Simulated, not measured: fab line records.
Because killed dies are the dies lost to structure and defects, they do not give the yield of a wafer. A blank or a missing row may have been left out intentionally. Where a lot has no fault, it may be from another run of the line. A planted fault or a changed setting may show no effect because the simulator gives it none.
Comparing a struck lot with a sound one	flow nandHarc	40 steps out of a route of 1302
Sound: wafers L256.2, L256.4, L256.6. The struck wafers were L273.1, L273.2, L273.4. At the end, the cause is stated.
At each step with rows: each side's tool, then ch and its chambers, then its first start. Under that, the readings that differ: sound wafers	struck wafers	difference of the means	sigmas: that difference in standard deviations of wafers without a fault.
alike: a reading whose means differ by less than 2 such deviations, as well as words and numbers matching on both sides. not compared: withheld readings; readings where some wafer has no value; bounds like >300 that might hide an equal value; numbers whose values overlap and for which the record gives no deviation.
A row with sigmas, a row that says differs or no value, or rows on one side alone: a step with any of these is where the two part. When numbers do not overlap yet have no deviation, they are printed without sigmas and do not part them. A reading missing from all wafers of one side parts the sides only when that side holds two or more wafers.

first, 2 steps without rows for these wafers: NHARC_A_BONDPAD_PRE_CLEAN_26 (time 30 s); NHARC_A_BONDPAD_PVD_17 (deposits TaN, target thk 5 nm, time 8.06 s).
NHARC_A_BONDPAD_PVD_27: deposits Cu, target thk 30 nm, time 20.49 s.
  sound on pvdSputter-03; struck on pvdSputter-02
  alike: throttleValvePct
then, 1 step without rows for these wafers: NHARC_A_BONDPAD_ECD_18 (material Cu, target thk 400 nm).
NHARC_A_BONDPAD_ANNEAL_28: time 90 s.
  sound on rtpAnneal-01 ch 0, day 25 06:05; struck on rtpAnneal-01 ch 0, day 31 20:43
  alike: annealTempC, wafer_temp_C_max
then, 1 step without rows for these wafers: NHARC_A_BONDPAD_CMP_19 (polishes, t overpolish 30 s, cu recess touch 16 s, target thk 169.82 nm).
NHARC_A_BONDPAD_THK_MEAS_20: measures by xrf.
  struck on filmMetro-01, day 31 21:23; sound on filmMetro-01, day 25 06:41
  alike: thkNm
then, 1 step without rows for these wafers: NHARC_A_BONDPAD_SRD_21 (time 30 s, dry time 20 s).
NHARC_A_BONDPAD_INSPECT_23:
  struck on defectInspect-02, day 31 21:37; sound on defectInspect-02, day 25 06:55
  alike: rawDefectCount
NHARC_HYBRID_BOND_ACTIVATE_00: chemistry N2, time 60 s.
  sound on rieDiel-07 ch 1,2,3, day 25 06:59; struck on rieDiel-03 ch 1,2,3, day 31 21:40
  alike: drypumpMotorCurrentA, oesProductAu, rfVppV, showerheadPlenumPTorr
  not compared: rfHoursCounterH
NHARC_HYBRID_BOND_PRECLEAN_01: cleans in DIW, time 300 s.
  sound on wetBench-08 ch 0,2,4, day 25 07:10; struck on wetBench-10 ch 1,4,5, day 31 21:50
  alike: tempC
then, 3 steps without rows for these wafers: NHARC_HYBRID_BOND_SRD_02 (time 30 s, dry time 20 s); NHARC_HYBRID_BOND_BOND_03; NHARC_HYBRID_BOND_ANNEAL_04 (time 7200 s).
NHARC_HYBRID_BOND_OVL_MEAS_05:
  struck on overlay-02, day 32 10:22; sound on overlay-02, day 25 17:34
  alike: overlayXNm, overlayYNm
next, for these wafers, 1 step has no rows: NHARC_THIN_TSV_GRIND_00.
NHARC_THIN_TSV_CMP_01: polishes.
  sound on cmp-03 ch 2,3, day 25 19:01; struck on cmp-03 ch 1,2,3, day 32 11:49
  alike: motorCurrentA
NHARC_THIN_TSV_THK_MEAS_02: measures by ir.
  struck on filmMetro-02, day 32 12:04; sound on filmMetro-02, day 25 19:17
  alike: thkNm
then, 12 steps without rows for these wafers: NHARC_THIN_TSV_SRD_03; NHARC_THIN_TSV_PRECLEAN_41 (cleans in SC1); NHARC_THIN_TSV_SRD_42; NHARC_THIN_TSV_DEP_43 (deposits SiO2, target thk 1328.5 nm); NHARC_THIN_TSV_DEHYDRATE_04 (time 120 s); NHARC_THIN_TSV_HMDS_05 (time 30 s); NHARC_THIN_TSV_COAT_06; NHARC_THIN_TSV_SOFTBAKE_07 (time 95 s); NHARC_THIN_TSV_EBR_08; NHARC_THIN_TSV_EXPOSE_09 (exposes mask TSV); NHARC_THIN_TSV_PEB_10 (peb time 85 s); NHARC_THIN_TSV_DEVELOP_11 (time 70 s).
NHARC_THIN_TSV_CD_MEAS_12: the cd target is 1000 nm.
  sound on cdSem-01 ch 0, day 25 20:28; struck on cdSem-02 ch 0, day 32 13:07
  alike: cdNm
then, 1 step without rows for these wafers: NHARC_THIN_TSV_HARDBAKE_13 (time 80 s).
NHARC_THIN_TSV_DESCUM_14: chemistry O2, time 3 s.
  sound on rieDiel-12 ch 0,1,3, day 25 20:38; struck on rieDiel-12 ch 0,2, day 32 13:17
  alike: drypumpMotorCurrentA, oesProductAu, rfVppV, showerheadPlenumPTorr, throttleValvePct
  not compared: rfHoursCounterH
then, 2 steps without rows for these wafers: NHARC_THIN_TSV_ETCH_44 (etches the open film in CF4/O2, target depth 1594.2 nm, time 797.1 s); NHARC_THIN_TSV_ETCH_15 (target depth 3000 nm, bosch target overetch cycles 2, bosch etch step 2.8 s).
NHARC_THIN_TSV_CD_MEAS_16:
  struck on cdSem-02, day 32 14:14; sound on cdSem-02, day 25 21:26
  alike: cdNm
then, 3 steps without rows for these wafers: NHARC_THIN_TSV_STRIP_45 (strips in O2); NHARC_THIN_TSV_STRIP_46 (strips in post etch residue remover, time 1200 s); NHARC_THIN_TSV_DEP_47 (deposits SiO2, target thk 200 nm).
NHARC_END_SORT_01:
  at this point the record logs the struck wafers (prober-01 ch 0, day 33 04:32) and has no rows for the sound ones

## WHERE THEY PART
At NHARC_END_SORT_01 and nowhere else, as far as this record goes.

WHY: whatever the simulator had introduced
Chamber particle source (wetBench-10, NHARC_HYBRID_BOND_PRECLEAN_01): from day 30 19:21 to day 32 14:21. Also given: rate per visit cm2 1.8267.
